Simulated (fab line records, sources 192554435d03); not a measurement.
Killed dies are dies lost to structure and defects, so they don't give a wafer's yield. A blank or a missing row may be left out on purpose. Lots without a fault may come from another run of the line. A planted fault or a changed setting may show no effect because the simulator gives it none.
fab line records | flow n5_finfet
record lots=7 wafers=18 last_day=18
route steps=1938 shown BEOL_M10@1479
lots that met no fault: from a run of the same line without faults
start_h: hours from the record's first day to the start of the lot's first wafer shown | wait_h: hours since the lot's step before | " the same as in the row above | L1.1+2: a row that stands for several wafers | - no value, or no start given | * or withheld: withheld | < > ~ a bound
route shown NAME@n: a module of which the file shows steps, and the number in the route of the first | usual: mean/standard deviation of fault-free wafers | same: alike in all rows | chamber/n: place in a boat | sites: the reading at each site | _std_site: their standard deviation | _edge_site: outer sites' mean less inner sites' | radius_mm: how far each site lies from the wafer's centre | mask NAME#n: copy n | behind: the tool/chamber that last shaped the wafer | hold: why the lot was held/for how many hours/how that ended | device: the transistor (n, p or np) that didn't switch | end of line: the same wafers' tests at the end of the route | a step without rows: its recipe alone | killed: dies lost to structure and defects at the first sort, not the wafer's yield | map: a wafer's dies, x killed, . not, _ none there
set.NAME: the setting as run; set.NAME@STEP: as run at that earlier step | model.NAME: the simulator's own value behind a step, which no gauge read
lots at some steps of the route; a table a step, a row a wafer
services: from which hour (start_h, from the record's first day; less than 0 if before it) a tool's chamber was out of use, for how many hours, and why
## steps
# step N5_BEOL_M10_SOFTBAKE_06
# recipe temp_c=110 time_s=60 resist=CAR-ArF
# step N5_BEOL_M10_EXPOSE_08
# recipe mask_id=M10 na=1.35 source_shape=dipole sigma_inner=0.411 sigma_outer=0.611 polarization=te dose_mj=53.75
# step N5_BEOL_M10_PEB_09
# recipe peb_temp_c=withheld peb_time_s=60 resist=CAR-ArF
# step N5_BEOL_M10_DEVELOP_10
# recipe develop_time_s=30 developer=TMAH resist=CAR-ArF rinse_liquid=diw dry=air_spin dev_temp_c=23
# step N5_BEOL_M10_CD_MEAS_11
# recipe target_cd_nm=64.1 landing_energy_ev=500 detector=se_inlens polarity=opening
# usual cd_nm=63.8/0.55
# columns lot.wafer tool chamber start_h wait_h cd_nm
L990.1 cd_sem-01 0 213.76 - 63.7
L990.2 " 0 " " 64.0
L990.6 " 0 " " 64.3
L998.1 cd_sem-01 0 261.33 - 64.0
L998.4 " 0 " " 65.4
L998.5 " 0 " " 63.4
L101.2 cd_sem-01 0 295.13 - 63.4
L101.3 " 0 " " 63.4
L101.5 " 0 " " 63.0
L106.3 cd_sem-01 0 327.87 - 64.5
L106.4 " 0 " " 63.6
L106.6 " 0 " " 63.7
L109.2 cd_sem-02 0 339.31 - 64.0
L109.4 " 0 " " 64.6
L110.1 cd_sem-03 0 349.60 - 64.2
L110.4 " 0 " " 63.4
L112.2 cd_sem-01 0 367.69 - 63.2
L112.4 " 0 " " 63.8
# step N5_BEOL_M10_OVL_MEAS_12
# recipe points_per_wafer=44
# usual M10_OVL=-0.3/0.78
# columns lot.wafer tool chamber start_h wait_h M10_OVL[nm]
L990.1 overlay-01 0 213.79 0.0 -1.6
L990.2 " 0 " " -1.5
L990.6 " 0 " " -0.8
L998.1 overlay-01 0 261.36 0.0 -1.4
L998.4 " 0 " " -0.7
L998.5 " 0 " " -1.1
L101.2 overlay-02 0 295.16 0.0 -0.1
L101.3 " 0 " " -0.1
L101.5 " 0 " " 0.6
L106.3 overlay-02 0 327.90 0.0 -0.1
L106.4 " 0 " " 0.4
L106.6 " 0 " " 0.5
L109.2 overlay-02 0 339.34 0.0 -1.0
L109.4 " 0 " " -0.6
L110.1 overlay-02 0 349.63 0.0 1.4
L110.4 " 0 " " -0.2
L112.2 overlay-02 0 367.72 0.0 -0.7
L112.4 " 0 " " -0.5
# step N5_BEOL_M10_INSPECT_13
# recipe mode=adi inspect_instrument=brightfield
# usual raw_defect_count=417/110
# columns lot.wafer tool chamber start_h wait_h raw_defect_count
L990.1 defect_inspect-02 - 213.81 0.0 392
L990.2 " - " " 339
L990.6 " - " " 283
L998.1 defect_inspect-01 - 261.39 0.0 417
L998.4 " - " " 270
L998.5 " - " " 394
L101.2 defect_inspect-02 - 295.18 0.0 371
L101.3 " - " " 506
L101.5 " - " " 411
L106.3 defect_inspect-02 - 327.92 0.0 475
L106.4 " - " " 390
L106.6 " - " " 362
L109.2 defect_inspect-02 - 339.36 0.0 443
L109.4 " - " " 405
L110.1 defect_inspect-02 - 349.66 0.0 295
L110.4 " - " " 334
L112.2 defect_inspect-01 - 367.75 0.0 573
L112.4 " - " " 394
# step N5_BEOL_M10_DESCUM_16
# recipe chemistry=O2 time_s=7.9 source_power_w=50 bias_power_w=20 pressure_mtorr=20 rf_frequency_hz=2.712e+07 temp_c=40 resist=CAR-ArF o2_flow_sccm=225
# usual drypump_motor_current_A=5.9/0.5 oes_product_au=0.83/0.095 rf_vpp_V=243.6/1.4 showerhead_plenum_p_Torr=2.13/0.074 throttle_valve_pct=20.34/0.19
# columns lot.wafer tool chamber start_h wait_h drypump_motor_current_A oes_product_au rf_hours_counter_h rf_vpp_V showerhead_plenum_p_Torr throttle_valve_pct
L990.1 rie_diel-04 1 213.84 0.0 6.3 0.98 4 243.7 2.06 20.13
L990.2 " 2 " " 5.6 0.70 242 240.7 1.97 20.59
L990.6 " 1 " " 6.3 0.98 - 241.5 2.06 20.15
L998.1 rie_diel-04 0 261.42 0.0 6.7 0.88 31 245.4 2.23 20.48
L998.4 " 3 " " 6.4 0.85 69 244.7 2.12 20.53
L998.5 " 3 " " 6.4 0.84 - 243.2 2.12 20.52
L101.2 rie_diel-02 2 295.22 0.0 5.2 0.96 10 243.8 2.16 20.52
L101.3 " 0 " " 5.3 0.69 248 242.1 1.99 20.50
L101.5 " 2 " " 5.2 0.97 - 244.1 2.16 20.50
L106.3 rie_diel-04 0 327.95 0.0 6.7 0.84 54 246.7 2.22 20.54
L106.4 " 1 " " 6.3 0.88 45 241.7 2.05 20.21
L106.6 " 0 " " 6.7 0.85 - 245.9 2.22 20.52
L109.2 rie_diel-03 1 339.52 0.2 5.3 0.78 127 243.5 2.10 20.28
L109.4 " 0 " " 5.6 0.70 243 244.1 2.05 20.30
L110.1 rie_diel-02 2 350.91 1.3 5.2 0.91 33 244.9 2.15 20.57
L110.4 " 1 " " 6.2 0.89 24 244.3 2.12 19.98
L112.2 rie_diel-02 2 367.78 0.0 5.2 0.90 40 243.0 2.14 20.56
L112.4 " 1 " " 6.2 0.89 - 243.3 2.12 20.01
# step N5_BEOL_M10_ETCH_61
# recipe chemistry=CF4 target=SiARC target_depth_a=390 mask_material=CAR-ArF time_s=65 ion_energy_ev=80 pressure_mtorr=40 source_w=545 bias_w=36 Ar_flow_sccm=100 cf4_flow_sccm=100 ends=cleared
# usual drypump_motor_current_A=5.9/0.5 etch_rf_on_time_s=65.1/1.7 oes_product_au=0.70/0.079 rf_vpp_V=184.4/1.2 showerhead_plenum_p_Torr=2.17/0.073 throttle_valve_pct=15.50/0.19
# columns lot.wafer tool chamber start_h wait_h drypump_motor_current_A etch_rf_on_time_s oes_product_au rf_hours_counter_h rf_vpp_V showerhead_plenum_p_Torr throttle_valve_pct
L990.1 rie_diel-04 1 213.88 0.0 6.3 62.8 0.84 4 184.5 2.10 15.17
L990.2 " 2 " " 5.6 67.8 0.58 242 181.4 2.02 15.84
L990.6 " 1 " " 6.3 61.8 0.85 - 183.7 2.10 15.17
L998.1 rie_diel-04 0 261.46 0.0 6.7 64.6 0.74 31 185.0 2.26 15.54
L998.4 " 3 " " 6.4 65.7 0.71 69 184.5 2.17 15.67
L998.5 " 3 " " 6.4 65.8 0.71 - 185.3 2.17 15.66
L101.2 rie_diel-02 2 295.25 0.0 5.2 64.6 0.82 10 185.0 2.19 15.52
L101.3 " 0 " " 5.3 67.1 0.57 248 182.1 2.03 15.63
L101.5 " 2 " " 5.2 65.3 0.81 - 183.9 2.19 15.52
L106.3 rie_diel-04 0 327.99 0.0 6.7 64.5 0.72 54 184.6 2.26 15.58
L106.4 " 1 " " 6.3 61.8 0.77 45 182.9 2.09 15.25
L106.6 " 0 " " 6.7 64.3 0.72 - 185.1 2.26 15.59
L109.2 rie_diel-03 1 339.55 0.0 5.3 66.1 0.66 127 182.8 2.15 15.46
L109.4 " 0 " " 5.6 63.5 0.60 243 184.6 2.11 15.59
L110.1 rie_diel-02 2 350.94 0.0 5.2 66.9 0.76 33 183.9 2.18 15.56
L110.4 " 1 " " 6.2 68.4 0.75 24 184.7 2.19 15.23
L112.2 rie_diel-02 2 367.82 0.0 5.2 65.5 0.76 40 184.1 2.18 15.58
L112.4 " 1 " " 6.2 67.3 0.75 - 185.1 2.18 15.23
# step N5_BEOL_M10_ETCH_62
# recipe chemistry=N2/H2 target=SOC target_depth_a=1100 overetch_a=220 mask_material=SiARC temp_c=40 time_s=165 ion_energy_ev=200 pressure_mtorr=30 source_w=840 bias_w=150 n2_flow_sccm=200 h2_flow_sccm=200
# usual drypump_motor_current_A=5.9/0.5 oes_product_au=0.70/0.079 rf_vpp_V=524.9/2.7 showerhead_plenum_p_Torr=2.58/0.096 throttle_valve_pct=17.73/0.24
# columns lot.wafer tool chamber start_h wait_h drypump_motor_current_A oes_product_au rf_hours_counter_h rf_vpp_V showerhead_plenum_p_Torr throttle_valve_pct
L990.1 rie_diel-04 1 213.93 0.0 6.3 0.82 4 523.0 2.49 17.38
L990.2 " 2 " " 5.6 0.59 242 520.1 2.41 18.02
L990.6 " 1 " " 6.3 0.82 - 522.3 2.49 17.38
L998.1 rie_diel-04 0 261.51 0.0 6.7 0.73 31 528.9 2.72 17.87
L998.4 " 3 " " 6.4 0.71 69 523.8 2.57 17.82
L998.5 " 3 " " 6.4 0.71 - 525.4 2.57 17.81
L101.2 rie_diel-02 2 295.30 0.0 5.3 0.80 10 527.0 2.63 18.00
L101.3 " 0 " " 5.3 0.58 248 520.2 2.38 17.64
L101.5 " 2 " " 5.2 0.81 - 524.5 2.63 17.99
L106.3 rie_diel-04 0 328.04 0.0 6.7 0.70 54 529.8 2.71 17.92
L106.4 " 1 " " 6.3 0.74 45 522.6 2.48 17.44
L106.6 " 0 " " 6.7 0.70 - 527.5 2.71 17.90
L109.2 rie_diel-03 1 339.60 0.0 5.3 0.66 127 523.1 2.56 17.63
L109.4 " 0 " " 5.6 0.59 244 523.3 2.52 18.02
L110.1 rie_diel-02 2 350.99 0.0 5.2 0.77 33 525.9 2.62 18.04
L110.4 " 1 " " 6.2 0.77 24 526.3 2.60 17.55
L112.2 rie_diel-02 2 367.87 0.0 5.2 0.76 40 523.9 2.61 18.05
L112.4 " 1 " " 6.2 0.75 - 525.5 2.60 17.58
# step N5_BEOL_M10_STRIP_68
# recipe chemistry=N2/H2 temp_c=40 n2_flow_sccm=200 h2_flow_sccm=200 rf_frequency_hz=6e+07
# step N5_BEOL_M10_STRIP_67
# recipe chemistry=CF4 resist=SiARC power_w=300 bias_power_w=75 pressure_mtorr=50 cf4_flow_sccm=150 rf_frequency_hz=6e+07
# usual drypump_motor_current_A=5.9/0.5 oes_product_au=0.82/0.093 power_w=299.9/0.92 rf_vpp_V=271.6/1.5 showerhead_plenum_p_Torr=1.82/0.059 throttle_valve_pct=13.46/0.19
# columns lot.wafer tool chamber start_h wait_h drypump_motor_current_A oes_product_au power_w rf_hours_counter_h rf_vpp_V showerhead_plenum_p_Torr throttle_valve_pct
L990.1 rie_diel-04 1 214.08 0.0 6.3 0.96 299.0 4 269.9 1.76 13.12
L990.2 " 2 " " 5.6 0.70 299.8 242 270.1 1.70 13.87
L990.6 " 1 " " 6.3 0.97 299.6 - 268.8 1.76 13.12
L998.1 rie_diel-04 0 261.65 0.0 6.7 0.87 300.9 31 272.7 1.89 13.47
L998.4 " 3 " " 6.4 0.84 300.5 69 271.9 1.81 13.55
L998.5 " 3 " " 6.4 0.84 298.9 - 270.4 1.81 13.56
L101.2 rie_diel-02 2 295.45 0.0 5.3 0.96 299.9 10 272.9 1.83 13.44
L101.3 " 0 " " 5.3 0.68 300.2 248 269.4 1.71 13.68
L101.5 " 2 " " 5.2 0.96 299.8 - 272.5 1.83 13.42
L106.3 rie_diel-04 0 328.18 0.0 6.7 0.83 299.8 54 273.4 1.89 13.54
L106.4 " 1 " " 6.3 0.87 300.5 45 269.5 1.75 13.22
L106.6 " 0 " " 6.7 0.83 301.5 - 272.8 1.89 13.53
L109.2 rie_diel-03 1 339.75 0.0 5.3 0.78 300.7 127 271.1 1.81 13.52
L109.4 " 0 " " 5.6 0.70 299.2 244 270.2 1.77 13.63
L110.1 rie_diel-02 2 351.14 0.0 5.2 0.91 300.5 33 269.6 1.82 13.47
L110.4 " 1 " " 6.2 0.91 300.0 24 272.6 1.82 13.12
L112.2 rie_diel-02 2 368.01 0.0 5.2 0.90 299.0 40 271.1 1.82 13.50
L112.4 " 1 " " 6.2 0.89 299.4 - 271.5 1.82 13.16
# step N5_BEOL_M10_HM_OPEN_17
# recipe chemistry=Cl2/BCl3 target_depth_a=200 overetch_a=60 target=TiN mask_material=SOC ion_energy_ev=150 pressure_mtorr=10 icp_w=1000 bias_w=126 Cl2_flow_sccm=53.25 bcl3_flow_sccm=21.75 Ar_flow_sccm=25
# usual drypump_motor_current_A=5.8/0.43 oes_product_au=0.67/0.1 throttle_valve_pct=22.17/0.29
# columns lot.wafer tool chamber start_h wait_h drypump_motor_current_A oes_product_au rf_hours_counter_h throttle_valve_pct model.SOC_of_BEOL_M10_COAT_59.thk_nm
L990.1 rie_metal-02 0 214.12 0.0 6.4 0.74 11 22.23 91.6
L990.2 " 1 " " 6.4 0.53 112 21.94 92
L990.6 " 1 " " 6.4 0.54 - 21.92 92.4
L998.1 rie_metal-03 1 261.69 0.0 5.5 0.65 59 22.67 91.8
L998.4 " 1 " " 5.5 0.64 - 22.67 92
L998.5 " 1 " " 5.5 0.65 - 22.68 91.6
L101.2 rie_metal-01 1 295.49 0.0 5.4 0.59 85 22.00 92
L101.3 " 1 " " 5.4 0.59 - 22.01 92.2
L101.5 " 0 " " 5.5 0.83 - 21.87 92.4
L106.3 rie_metal-02 0 328.25 0.1 6.4 0.72 - 22.22 91.6
L106.4 " 1 " " 6.4 0.83 - 21.71 92
L106.6 " 1 " " 6.4 0.83 - 21.68 92
L109.2 rie_metal-03 0 339.79 0.0 5.5 0.82 2 22.08 89
L109.4 " 1 " " 5.5 0.63 - 22.69 92.2
L110.1 rie_metal-03 0 351.18 0.0 5.5 0.80 2 22.10 88.2
L110.4 " 1 " " 5.5 0.63 - 22.68 92.2
L112.2 rie_metal-03 1 368.05 0.0 5.5 0.62 69 22.69 89.2
L112.4 " 1 " " 5.4 0.62 - 22.71 92
# step N5_BEOL_M10_STRIP_19
# recipe chemistry=O2 power_w=400 temp_c=40 pressure_mtorr=30 rf_frequency_hz=6e+07 bias_power_w=0 overash_fraction=0.2 o2_flow_sccm=225
# usual drypump_motor_current_A=5.7/0.44 oes_product_au=0.79/0.1 rf_vpp_V=3.7/0.54 showerhead_plenum_p_Torr=2.11/0.068 throttle_valve_pct=16.59/0.19
# columns lot.wafer tool chamber start_h wait_h drypump_motor_current_A oes_product_au rf_hours_counter_h rf_vpp_V showerhead_plenum_p_Torr throttle_valve_pct
L990.1 rie_diel-02 1 214.23 0.1 6.3 0.72 226 3.7 2.14 16.60
L990.2 " 0 " " 5.3 0.70 215 3.1 2.01 16.69
L990.6 " 1 " " 6.3 0.71 - 3.5 2.15 16.60
L998.1 rie_diel-02 3 262.07 0.3 5.6 0.72 205 4.0 2.08 16.70
L998.4 " 1 " " 6.3 0.69 - 4.2 2.14 16.66
L998.5 " 1 " " 6.2 0.70 - 3.4 2.14 16.64
L101.2 rie_diel-02 2 295.63 0.1 5.2 0.96 10 4.2 2.16 16.68
L101.3 " 1 " " 6.2 0.98 3 4.6 2.14 16.20
L101.5 " 1 " " 6.2 0.97 - 4.7 2.14 16.19
L106.3 rie_diel-03 1 328.34 0.1 5.3 0.80 123 4.2 2.11 16.51
L106.4 " 0 " " 5.6 0.69 239 4.4 2.05 16.61
L106.6 " 1 " " 5.3 0.79 - 3.3 2.11 16.54
L109.2 rie_diel-02 0 340.03 0.2 5.3 0.94 6 4.4 2.26 16.29
L109.4 " 2 " " 5.3 0.91 29 3.3 2.15 16.72
L110.1 rie_diel-03 1 351.53 0.3 5.3 0.77 132 3.6 2.11 16.54
L110.4 " 2 " " 5.4 0.74 158 3.1 2.09 16.57
L112.2 rie_diel-02 2 368.16 0.1 5.2 0.90 41 2.6 2.15 16.74
L112.4 " 1 " " 6.2 0.89 - 3.7 2.12 16.25
## services
# columns tool chamber start_h hours kind
rie_diel-03 - 219.02 2.8 pm
rie_diel-02 2 241.92 - clean
rie_diel-02 2 241.92 - consumable_replace:focus_ring
rie_diel-02 2 241.92 31.1 scheduled_down
rie_diel-02 2 241.92 31.1 vent_cycle
rie_metal-03 - 242.81 14.6 pm
rie_metal-03 - 258.06 1.4 pm
rie_diel-03 0 259.75 6.6 repair
rie_diel-02 0 261.10 2.4 repair
rie_diel-02 1 273.09 - clean
rie_diel-02 1 273.09 - consumable_replace:focus_ring
rie_diel-02 1 273.09 16.4 scheduled_down
rie_diel-02 1 273.09 16.4 vent_cycle
rie_diel-02 0 299.92 - clean
rie_diel-02 0 299.92 - consumable_replace:focus_ring
rie_diel-02 0 299.92 - consumable_replace:showerhead
rie_diel-03 0 310.73 1.4 repair
rie_diel-03 2 316.71 5.3 repair
rie_diel-04 3 341.69 14.3 repair
rie_diel-02 - 344.12 2.0 repair
rie_diel-04 1 345.68 5.8 repair
rie_diel-04 - 346.66 14.6 pm
rie_metal-02 1 359.03 12.6 repair
rie_diel-02 0 362.01 4.7 repair
## key
first_sign none at tools or gauges
model_effect step=N5_BEOL_M10_HM_OPEN_17 value=SOC_of_BEOL_M10_COAT_59.thk_nm without=91.93 struck=88.8
met_at N5_BEOL_M10_HM_OPEN_17
struck_wafers L109.2,L110.1,L112.2
onset_between 261.69 339.79
fault kind=process_parameter_drift tool=rie_metal-03 chamber=- onset_h=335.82 steps=N5_BEOL_M10_HM_OPEN_17 channel=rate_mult offset=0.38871 shape=step end_h=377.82 scope=struck_wafers_only
